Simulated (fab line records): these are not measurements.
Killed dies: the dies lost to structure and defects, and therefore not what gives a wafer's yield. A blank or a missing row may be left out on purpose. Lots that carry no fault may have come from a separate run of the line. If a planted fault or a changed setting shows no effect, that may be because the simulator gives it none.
fab line records	flow n5_finfet
record: lots: 15	wafers: 45	last_day: 17
route steps=1938 shown BEOL_M14@1760 BEOL_M15@1773
lots that met no fault: taken from a fault-free run of the same line
start_h: hours from the record's first day to the start of the lot's first wafer shown	wait_h: hours since the lot's step before	" identical to the entry in the row above	L1.1+2: a single row standing in for several wafers	- no value, or no start given	* or withheld: withheld	< > ~ a bound
route shown NAME@n: names a module that has steps shown in the file, with the first one's number in the route	usual: mean and standard deviation over wafers with no fault	same: alike in all rows	chamber/n: place in a boat	sites: each site's reading	_std_site: the standard deviation of these	_edge_site: the outer-site mean with the inner-site mean subtracted	radius_mm: for every site, how far away it sits from the centre of the wafer	mask NAME#n: copy n	behind: the tool/chamber that last shaped the wafer	hold: why the lot went on hold/how many hours it stayed there/how the hold came to an end	device: transistor that didn't switch, given as n, p or np	end of line: at the end of the route, the tests of the same wafers	for a step that has no rows: nothing shown but its recipe	killed: dies that structure and defects cost at the first sort, which is not the same as the wafer's yield	map: the dies of a wafer, with x for killed, . for not killed, _ for no die there
set.NAME: the setting the step ran with; set.NAME@STEP: the setting that earlier step ran with	model.NAME: the simulator's own value behind a step, which no gauge read
steps of the route over a sample of lots; a table a step, a row a wafer
services: the hour from which a tool's chamber was out of use, counted from the record's first day as start_h (under 0 if before that day), plus the number of hours and why
== steps ==
step: N5_BEOL_M14_DEGAS_41
recipe: ambient: vacuum	temp_c: 300	time_s: 60
usual: heater_power_w: 474/50
lot.wafer	tool	chamber	start_h	wait_h	heater_power_w
L435.3	pvd_sputter-02	-	255.39	0.3	418
L435.4	"	-	"	"	532
L435.5	"	-	"	"	546
L436.2	pvd_sputter-02	-	257.93	2.5	430
L436.4	"	-	"	"	551
L436.6	"	-	"	"	552
L439.1	pvd_sputter-02	-	278.66	0.6	498
L439.4	"	-	"	"	533
L439.6	"	-	"	"	504
L440.1	pvd_sputter-02	-	281.72	0.4	421
L440.3	"	-	"	"	509
L440.6	"	-	"	"	417
L441.1	pvd_sputter-03	-	288.63	0.4	421
L441.4	"	-	"	"	484
L441.6	"	-	"	"	495
L443.1	pvd_sputter-03	-	290.67	0.4	536
L443.2	"	-	"	"	495
L443.4	"	-	"	"	425
L446.1	pvd_sputter-03	-	312.69	0.3	551
L446.2	"	-	"	"	438
L446.4	"	-	"	"	422
L447.2	pvd_sputter-02	-	324.78	0.2	417
L447.5	"	-	"	"	439
L447.6	"	-	"	"	416
L450.1	pvd_sputter-02	-	329.33	0.4	413
L450.3	"	-	"	"	453
L450.6	"	-	"	"	444
L448.2	pvd_sputter-03	-	339.23	0.1	439
L448.3	"	-	"	"	483
L448.5	"	-	"	"	483
L451.4	pvd_sputter-01	-	339.26	0.0	506
L451.5	"	-	"	"	436
L451.6	"	-	"	"	520
L453.1	pvd_sputter-01	-	368.02	0.3	501
L453.4	"	-	"	"	523
L453.5	"	-	"	"	406
L454.2	pvd_sputter-02	-	368.04	0.3	452
L454.3	"	-	"	"	422
L454.4	"	-	"	"	497
L456.2	pvd_sputter-03	-	379.75	0.3	545
L456.3	"	-	"	"	418
L456.6	"	-	"	"	441
L457.1	pvd_sputter-03	-	382.43	0.7	422
L457.4	"	-	"	"	435
L457.5	"	-	"	"	420
step: N5_BEOL_M14_PRE_CLEAN_42
recipe: gas: H2/He	time_s: 30	temp_c: 300
usual: heater_power_w: 474/51
lot.wafer	tool	chamber	start_h	wait_h	heater_power_w
L435.3	pvd_sputter-02	-	255.43	0.0	433
L435.4	"	-	"	"	534
L435.5	"	-	"	"	545
L436.2	pvd_sputter-02	-	257.97	0.0	410
L436.4	"	-	"	"	559
L436.6	"	-	"	"	550
L439.1	pvd_sputter-02	-	278.70	0.0	500
L439.4	"	-	"	"	541
L439.6	"	-	"	"	500
L440.1	pvd_sputter-02	-	281.76	0.0	418
L440.3	"	-	"	"	499
L440.6	"	-	"	"	423
L441.1	pvd_sputter-03	-	288.67	0.0	415
L441.4	"	-	"	"	490
L441.6	"	-	"	"	484
L443.1	pvd_sputter-03	-	290.71	0.0	543
L443.2	"	-	"	"	491
L443.4	"	-	"	"	433
L446.1	pvd_sputter-03	-	312.73	0.0	523
L446.2	"	-	"	"	421
L446.4	"	-	"	"	408
L447.2	pvd_sputter-02	-	324.82	0.0	429
L447.5	"	-	"	"	453
L447.6	"	-	"	"	423
L450.1	pvd_sputter-02	-	329.37	0.0	420
L450.3	"	-	"	"	451
L450.6	"	-	"	"	453
L448.2	pvd_sputter-03	-	339.27	0.0	438
L448.3	"	-	"	"	492
L448.5	"	-	"	"	490
L451.4	pvd_sputter-01	-	339.30	0.0	530
L451.5	"	-	"	"	453
L451.6	"	-	"	"	511
L453.1	pvd_sputter-01	-	368.06	0.0	515
L453.4	"	-	"	"	521
L453.5	"	-	"	"	403
L454.2	pvd_sputter-02	-	368.08	0.0	440
L454.3	"	-	"	"	412
L454.4	"	-	"	"	508
L456.2	pvd_sputter-03	-	379.79	0.0	550
L456.3	"	-	"	"	426
L456.6	"	-	"	"	433
L457.1	pvd_sputter-03	-	382.47	0.0	406
L457.4	"	-	"	"	438
L457.5	"	-	"	"	414
step: N5_BEOL_M14_THK_MEAS_50
recipe: thk_meas_gauge: xrf	reads: Cu_of_BEOL_M14_ECD_47
usual: M14_THK: 543/10
lot.wafer	tool	chamber	start_h	wait_h	M14_THK[nm]
L435.3	film_metro-02	-	256.53	-	533
L435.4	"	-	"	"	537
L435.5	"	-	"	"	550
L436.2	film_metro-02	-	259.10	-	524
L436.4	"	-	"	"	536
L436.6	"	-	"	"	546
L439.1	film_metro-01	-	279.80	-	537
L439.4	"	-	"	"	552
L439.6	"	-	"	"	543
L440.1	film_metro-01	-	282.89	-	547
L440.3	"	-	"	"	547
L440.6	"	-	"	"	562
L441.1	film_metro-01	-	289.77	-	534
L441.4	"	-	"	"	535
L441.6	"	-	"	"	553
L443.1	film_metro-02	-	291.81	-	545
L443.2	"	-	"	"	553
L443.4	"	-	"	"	559
L446.1	film_metro-02	-	313.83	-	536
L446.2	"	-	"	"	537
L446.4	"	-	"	"	546
L447.2	film_metro-02	-	325.92	-	545
L447.5	"	-	"	"	525
L447.6	"	-	"	"	535
L450.1	film_metro-01	-	330.47	-	539
L450.3	"	-	"	"	551
L450.6	"	-	"	"	544
L448.2	film_metro-01	-	340.37	-	555
L448.3	"	-	"	"	538
L448.5	"	-	"	"	529
L451.4	film_metro-02	-	340.60	-	541
L451.5	"	-	"	"	539
L451.6	"	-	"	"	546
L453.1	film_metro-01	-	369.16	-	544
L453.4	"	-	"	"	545
L453.5	"	-	"	"	551
L454.2	film_metro-02	-	369.18	-	528
L454.3	"	-	"	"	548
L454.4	"	-	"	"	536
L456.2	film_metro-01	-	380.95	-	553
L456.3	"	-	"	"	540
L456.6	"	-	"	"	558
L457.1	film_metro-01	-	383.57	-	527
L457.4	"	-	"	"	547
L457.5	"	-	"	"	541
step: N5_BEOL_M15_ILD_DEP_00
recipe: material: SiO2	target_thk_a: 16293	temp_c: 400	precursor: TEOS/O2	pressure_torr: 6.5	rf_w: 900	teos_flow_sccm: 161.4	gas: O2	flow_sccm: 2650	time_s: 346.1
usual: chamber_pressure_Torr: 6.497/0.015	heater_power_outer_w: 330/80	heater_power_w: 604/120	showerhead_plenum_p_Torr: 8.34/0.035	throttle_valve_pct: 18.9/0.79
lot.wafer	tool	chamber	start_h	wait_h	chamber_pressure_Torr	heater_power_outer_w	heater_power_w	showerhead_plenum_p_Torr	throttle_valve_pct
L435.3	pecvd-01	1	256.72	0.0	6.504	438	779	8.34	19.8
L435.4	"	1	"	"	6.506	311	598	8.34	19.9
L435.5	"	0	"	"	6.485	254	552	8.35	19.9
L436.2	pecvd-03	1	259.29	0.0	6.471	241	440	8.39	19.0
L436.4	"	2	"	"	6.477	368	653	8.35	18.2
L436.6	"	0	"	"	6.519	315	479	8.40	18.5
L439.1	pecvd-04	2	279.99	0.0	-	-	-	-	-
L439.4	"	2	"	"	-	-	-	-	-
L439.6	"	0	"	"	-	-	-	-	-
L440.1	pecvd-04	0	283.08	0.0	-	-	-	-	-
L440.3	"	2	"	"	-	-	-	-	-
L440.6	"	2	"	"	-	-	-	-	-
L441.1	pecvd-04	0	289.96	0.0	-	-	-	-	-
L441.4	"	0	"	"	-	-	-	-	-
L441.6	"	2	"	"	-	-	-	-	-
L443.1	pecvd-01	1	292.00	0.0	6.490	393	707	8.36	20.0
L443.2	"	0	"	"	6.485	293	624	8.34	19.6
L443.4	"	1	"	"	6.501	449	790	8.35	19.8
L446.1	pecvd-01	1	314.02	0.0	6.508	396	715	8.32	20.1
L446.2	"	2	"	"	6.515	295	543	8.29	18.1
L446.4	"	0	"	"	6.496	260	584	8.33	19.9
L447.2	pecvd-03	1	326.11	0.0	6.493	240	452	8.40	19.2
L447.5	"	1	"	"	6.488	286	493	8.39	19.0
L447.6	"	2	"	"	6.491	277	530	8.32	18.5
L450.1	pecvd-04	2	330.66	0.0	6.491	421	712	8.38	17.9
L450.3	"	1	"	"	6.506	427	707	8.35	18.2
L450.6	"	2	"	"	6.489	321	561	8.38	17.7
L448.2	pecvd-04	2	340.56	0.0	6.475	390	669	8.39	17.9
L448.3	"	1	"	"	6.494	446	713	8.37	18.3
L448.5	"	2	"	"	6.464	446	710	8.36	17.8
L451.4	pecvd-03	0	340.90	0.1	6.509	328	511	8.40	18.7
L451.5	"	2	"	"	6.502	282	522	8.32	18.5
L451.6	"	1	"	"	6.501	264	455	8.39	19.4
L453.1	pecvd-01	2	369.35	0.0	6.488	218	451	8.30	18.2
L453.4	"	0	"	"	6.484	379	726	8.34	19.8
L453.5	"	2	"	"	6.485	295	559	8.28	18.1
L454.2	pecvd-04	2	369.42	0.0	6.490	394	668	8.37	17.8
L454.3	"	0	"	"	6.501	284	541	8.35	19.6
L454.4	"	1	"	"	6.521	477	774	8.38	18.2
L456.2	pecvd-01	0	381.15	0.0	6.487	360	690	8.35	20.0
L456.3	"	1	"	"	6.463	413	763	8.34	19.9
L456.6	"	2	"	"	6.501	306	579	8.28	18.2
L457.1	pecvd-01	1	383.76	0.0	6.497	439	751	8.34	19.7
L457.4	"	2	"	"	6.505	319	603	8.30	18.3
L457.5	"	1	"	"	6.494	316	599	8.32	19.8
step: N5_BEOL_M15_VIA_ETCH_16
recipe: chemistry: C4F8/O2/Ar	target: SiO2	he_inner_torr: 15	he_outer_torr: 30	target_depth_a: 17922	time_s: withheld	ion_energy_ev: 800	pressure_mtorr: 20	source_w: 1905	bias_w: 2040	Ar_flow_sccm: 400	C4F8_flow_sccm: 16	O2_flow_sccm: 12	ends: cleared
usual: O2_flow_sccm: 12.00/0.034	drypump_motor_current_A: 5.6/0.57	he_outer_torr: 30.00/0.063	oes_product_au: 0.72/0.086	rf_vpp_V: 2217/17	showerhead_plenum_p_Torr: 3.42/0.13	throttle_valve_pct: 30.78/0.17
lot.wafer	tool	chamber	start_h	wait_h	O2_flow_sccm	drypump_motor_current_A	he_outer_torr	oes_product_au	rf_vpp_V	showerhead_plenum_p_Torr	throttle_valve_pct
L435.3	rie_diel-05	3	257.45	0.0	11.96	6.8	29.97	0.68	2186	3.31	30.96
L435.4	"	0	"	"	11.92	4.7	29.91	0.76	2201	3.36	30.75
L435.5	"	2	"	"	12.05	6.2	30.07	0.63	2199	3.28	30.93
L436.2	rie_diel-01	1	260.32	0.0	11.94	5.8	30.07	0.78	2231	3.62	30.69
L436.4	"	3	"	"	12.01	4.9	29.97	0.82	2215	3.53	30.66
L436.6	"	1	"	"	12.03	5.8	29.88	0.78	2231	3.62	30.69
L439.1	rie_diel-05	0	281.08	0.0	11.99	4.7	29.93	0.31	2199	3.35	30.06
L439.4	"	1	"	"	11.95	6.0	30.01	0.34	2237	3.36	30.12
L439.6	"	1	"	"	11.95	6.0	30.06	0.34	2240	3.36	30.14
L440.1	rie_diel-03	0	284.08	0.0	12.01	5.3	30.02	0.37	2239	3.51	29.83
L440.3	"	2	"	"	11.96	5.2	30.00	0.27	2212	3.54	29.92
L440.6	"	2	"	"	12.01	5.2	29.94	0.27	2213	3.54	29.89
L441.1	rie_diel-05	2	290.69	0.0	11.96	6.2	30.03	0.26	2198	3.27	30.26
L441.4	"	0	"	"	12.02	4.7	29.99	0.31	2198	3.35	30.03
L441.6	"	2	"	"	12.05	6.2	30.04	0.27	2200	3.27	30.26
L443.1	rie_diel-05	0	292.73	0.0	11.98	4.7	29.91	0.75	2200	3.35	30.76
L443.2	"	2	"	"	12.03	6.2	29.92	0.62	2199	3.27	30.96
L443.4	"	1	"	"	11.91	6.0	30.00	0.82	2239	3.36	30.89
L446.1	rie_diel-01	2	314.75	0.0	11.99	6.4	30.14	0.64	2214	3.53	31.25
L446.2	"	3	"	"	12.03	4.9	29.98	0.79	2214	3.52	30.66
L446.4	"	0	"	"	11.99	6.0	29.94	0.83	2229	3.49	30.81
L447.2	rie_diel-03	2	326.96	0.0	11.99	5.2	29.95	0.64	2212	3.53	30.61
L447.5	"	1	"	"	11.99	5.4	29.94	0.64	2234	3.53	30.74
L447.6	"	0	"	"	12.00	5.4	29.82	0.85	2237	3.50	30.58
L450.1	rie_diel-01	2	331.39	0.0	12.00	6.3	30.14	0.64	2213	3.53	31.27
L450.3	"	1	"	"	12.01	5.8	29.95	0.75	2229	3.61	30.70
L450.6	"	1	"	"	12.06	5.8	30.01	0.77	2230	3.61	30.73
L448.2	rie_diel-05	2	341.43	0.0	11.94	6.2	29.98	0.61	2198	3.27	30.95
L448.3	"	0	"	"	11.96	4.7	29.87	0.73	2200	3.35	30.76
L448.5	"	3	"	"	11.94	6.8	29.92	0.66	2184	3.30	30.97
L451.4	rie_diel-03	1	341.74	0.0	11.95	5.4	30.00	0.64	2233	3.53	30.73
L451.5	"	0	"	"	12.01	5.3	30.01	0.84	2238	3.50	30.58
L451.6	"	1	"	"	12.01	5.4	29.94	0.64	2234	3.53	30.73
L453.1	rie_diel-03	3	370.08	0.0	12.01	5.2	30.03	0.64	2205	3.16	30.65
L453.4	"	0	"	"	11.94	5.4	30.02	0.82	2239	3.50	30.61
L453.5	"	3	"	"	12.00	5.2	30.02	0.64	2205	3.16	30.66
L454.2	rie_diel-01	2	370.27	0.0	11.96	6.4	29.94	0.64	2213	3.52	31.26
L454.3	"	1	"	"	12.00	5.8	30.05	0.75	2229	3.60	30.72
L454.4	"	3	"	"	12.01	4.9	30.01	0.76	2212	3.51	30.66
L456.2	rie_diel-05	2	381.88	0.0	12.01	6.2	29.94	0.60	2197	3.26	30.97
L456.3	"	1	"	"	11.97	6.0	30.08	0.77	2237	3.35	30.89
L456.6	"	1	"	"	12.02	6.0	30.02	0.78	2238	3.35	30.89
L457.1	rie_diel-03	2	384.62	0.0	12.05	5.2	30.00	0.63	2212	3.52	30.64
L457.4	"	1	"	"	12.00	5.4	30.03	0.62	2234	3.52	30.75
L457.5	"	2	"	"	12.02	5.2	30.09	0.63	2210	3.52	30.63
step: N5_BEOL_M15_CD_MEAS_17
recipe: target_cd_nm: 360	polarity: opening
usual: cd_nm: 361.0/1.7
lot.wafer	tool	chamber	start_h	wait_h	cd_nm
L435.3	cd_sem-01	-	257.87	0.0	361.5
L435.4	"	-	"	"	359.6
L435.5	"	-	"	"	359.8
L436.2	cd_sem-02	-	260.73	0.0	360.5
L436.4	"	-	"	"	362.5
L436.6	"	-	"	"	361.2
L439.1	cd_sem-01	-	281.49	0.0	-
L439.4	"	-	"	"	-
L439.6	"	-	"	"	-
L440.1	cd_sem-01	-	284.49	0.0	-
L440.3	"	-	"	"	-
L440.6	"	-	"	"	-
L441.1	cd_sem-01	-	291.10	0.0	-
L441.4	"	-	"	"	-
L441.6	"	-	"	"	-
L443.1	cd_sem-01	-	293.14	0.0	360.6
L443.2	"	-	"	"	360.2
L443.4	"	-	"	"	360.4
L446.1	cd_sem-03	-	315.16	0.0	358.3
L446.2	"	-	"	"	360.7
L446.4	"	-	"	"	356.6
L447.2	cd_sem-02	-	327.38	0.0	364.0
L447.5	"	-	"	"	364.0
L447.6	"	-	"	"	364.0
L450.1	cd_sem-01	-	331.80	0.0	363.8
L450.3	"	-	"	"	363.2
L450.6	"	-	"	"	362.2
L448.2	cd_sem-02	-	341.84	0.0	357.2
L448.3	"	-	"	"	358.9
L448.5	"	-	"	"	360.5
L451.4	cd_sem-01	-	342.16	0.0	360.7
L451.5	"	-	"	"	361.7
L451.6	"	-	"	"	362.1
L453.1	cd_sem-01	-	370.49	0.0	361.1
L453.4	"	-	"	"	360.4
L453.5	"	-	"	"	362.0
L454.2	cd_sem-03	-	370.68	0.0	362.5
L454.3	"	-	"	"	361.1
L454.4	"	-	"	"	362.9
L456.2	cd_sem-02	-	382.29	0.0	359.5
L456.3	"	-	"	"	361.7
L456.6	"	-	"	"	362.2
L457.1	cd_sem-03	-	385.03	0.0	361.4
L457.4	"	-	"	"	362.6
L457.5	"	-	"	"	364.2
== services ==
tool	chamber	start_h	hours	kind
rie_diel-01	2	247.19	13.3	repair
rie_diel-03	2	251.67	11.3	repair
rie_diel-03	0	263.00	-	clean
rie_diel-03	0	263.00	-	consumable_replace:focus_ring
rie_diel-03	0	263.00	18.7	scheduled_down
rie_diel-03	0	263.00	18.7	vent_cycle
pecvd-03	0	267.79	5.5	scheduled_down
pecvd-01	1	271.54	5.0	scheduled_down
rie_diel-01	2	276.08	10.4	repair
rie_diel-03	1	291.76	7.9	repair
pecvd-04	-	304.29	2.8	pm
pecvd-04	2	309.11	4.2	repair
pecvd-03	0	343.85	2.1	scheduled_down
pvd_sputter-01	-	347.55	1.5	repair
rie_diel-03	2	364.20	1.3	repair
pecvd-03	2	368.75	5.5	scheduled_down
rie_diel-03	0	374.44	14.3	repair
pecvd-03	1	383.62	-	clean
pecvd-03	1	383.62	-	consumable_replace:showerhead
== key ==
first_sign: step: N5_BEOL_M15_ILD_DEP_00	reading: tool_record	direction: missing
effect: step: N5_BEOL_M15_VIA_ETCH_16	reading: oes_product_au	direction: down	sigmas: 4.8	usual: 0.72	struck: 0.31
effect: step: N5_BEOL_M15_CD_MEAS_17	reading: cd_nm	direction: missing
met_at N5_BEOL_M15_ILD_DEP_00
struck_lots L439,L440,L441
later_rows_left_out L439.1,L439.4,L439.6,L440.1,L440.3,L440.6,L441.1,L441.4,L441.6
sort_left_out L439.1,L439.4,L439.6,L440.1,L440.3,L440.6,L441.1,L441.4,L441.6
not_acting_at N5_BEOL_M14_DEGAS_41,N5_BEOL_M14_PRE_CLEAN_42,N5_BEOL_M14_THK_MEAS_50
fault: kind: skipped_step_whole	tool: pecvd-04	chamber: -	onset_h: 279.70	steps: N5_BEOL_M15_ILD_DEP_00	scope: struck_lots_only
sort_left_out: the simulated sort isn't trusted on such a fault, so these wafers' sort isn't shown, and their yield isn't known
later_rows_left_out: the simulator's readings of these wafers behind a module that went badly wrong aren't trusted and aren't shown, but for the sort
